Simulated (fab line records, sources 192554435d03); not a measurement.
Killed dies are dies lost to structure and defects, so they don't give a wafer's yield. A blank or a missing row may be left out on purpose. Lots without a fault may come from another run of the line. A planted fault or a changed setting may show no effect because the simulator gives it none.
Chamber matching | flow n5_finfet | N5_DUMMY_REMOVAL_HM_STRIP_01 on rie_diel-02: 4 sister chambers
The step strips SiNx in CH3F/O2, stops on poly-Si, target depth 4 nm, time 6.8 s. 8 wafers are shown with their chamber, then 9 later ones without.

WAFERS WITH THEIR CHAMBER
wafer  | chamber | drypump_motor_current_A (A) | showerhead_plenum_p_Torr (Torr)
L078.6 | 2       | 5.84                        | 2.03
L083.6 | 2       | 5.86                        | 2.02
L085.1 | 1       | 5.67                        | 1.94
L085.5 | 3       | 5.32                        | 1.91
L085.6 | 0       | 5.12                        | 2.05
L087.1 | 3       | 5.33                        | 1.91
L087.5 | 0       | 5.11                        | 2.05
L087.6 | 1       | 5.66                        | 1.94

WAFERS WITHOUT THEIR CHAMBER
wafer  | drypump_motor_current_A (A) | showerhead_plenum_p_Torr (Torr)
L089.1 | 5.64                        | 1.94
L089.3 | 5.33                        | 1.91
L089.4 | 5.81                        | 2.02
L092.2 | 5.68                        | 1.93
L092.4 | 5.12                        | 2.05
L092.6 | 5.11                        | 2.05
L095.3 | 5.63                        | 1.93
L095.5 | 5.83                        | 2.02
L095.6 | 5.32                        | 1.91

WHICH CHAMBER EACH WENT THROUGH
wafer  | from the rows above | in truth
L089.1 | 1                   | 1
L089.3 | 3                   | 3
L089.4 | 2                   | 2
L092.2 | 1                   | 1
L092.4 | 0                   | 0
L092.6 | 0                   | 0
L095.3 | 1                   | 1
L095.5 | 2                   | 2
L095.6 | 3                   | 3
Placed correctly: 9 of 9. Can't be placed from these rows: 0. Placed wrongly: 0.
How it was worked out, from the rows above alone: a wafer's distance from a chamber is the root of the sum, over the readings, of the square of ((its reading less the chamber's mean) divided by the reading's scatter). The wafer belongs to the nearest chamber; if the next one is less than 2 further off, it can't be placed. A chamber's mean is the mean of its shown wafers. The scatter: the root of (the sum of the squares of (reading less its chamber's mean) over the shown wafers, divided by (wafers less chambers)).
